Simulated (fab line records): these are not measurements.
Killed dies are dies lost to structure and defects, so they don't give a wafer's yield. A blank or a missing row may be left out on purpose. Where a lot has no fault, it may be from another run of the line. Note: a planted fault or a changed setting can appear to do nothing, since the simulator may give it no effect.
Matching of chambers / flow nand harc / NHARC_P_M2_DEP_33 on pecvd-02 has 3 sister chambers
The step deposits SiCN, target thk 30 nm. 3 wafers are shown with their chamber, then 9 later ones without.

## WAFERS PAIRED WITH THEIR CHAMBERS
wafer=L089.1; chamber=2; showerhead vpp V (V)=1218
wafer=L089.2; chamber=1; showerhead vpp V (V)=1436
wafer=L089.3; chamber=0; showerhead vpp V (V)=1404

## WAFERS WITHOUT THEIR CHAMBER
wafer=L088.1; showerhead vpp V (V)=1223
wafer=L088.4; showerhead vpp V (V)=1425
wafer=L088.5; showerhead vpp V (V)=1237
wafer=L091.3; showerhead vpp V (V)=1382
wafer=L091.4; showerhead vpp V (V)=1418
wafer=L091.6; showerhead vpp V (V)=1254
wafer=L097.2; showerhead vpp V (V)=1391
wafer=L097.3; showerhead vpp V (V)=1420
wafer=L097.5; showerhead vpp V (V)=1411

## WHICH CHAMBER EACH ONE RAN IN
wafer=L088.1; from the rows above=2; in truth=2
wafer=L088.4; from the rows above=can't be placed: 1 or 0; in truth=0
wafer=L088.5; from the rows above=2; in truth=2
wafer=L091.3; from the rows above=can't be placed: 0 or 1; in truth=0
wafer=L091.4; from the rows above=can't be placed: 0 or 1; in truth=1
wafer=L091.6; from the rows above=2; in truth=2
wafer=L097.2; from the rows above=can't be placed: 0 or 1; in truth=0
wafer=L097.3; from the rows above=can't be placed: 0 or 1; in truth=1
wafer=L097.5; from the rows above=can't be placed: 0 or 1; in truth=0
3 of 9 placed correctly. Cannot be placed on the basis of these rows: 6; the candidates contain the true chamber in 6. Number placed wrongly: 0.
How it was worked out, from the rows above alone: a wafer's distance from a chamber is the root of the sum, over the readings, of the square of ((its reading less the chamber's mean) divided by the reading's scatter). The wafer belongs to the nearest chamber; if the next one is less than 2 further off, it can't be placed. For every chamber, the mean is computed from those of its wafers that are shown. The scatter: root of mean squared gap, hidden wafer to nearest shown wafer, with one shown wafer a chamber.
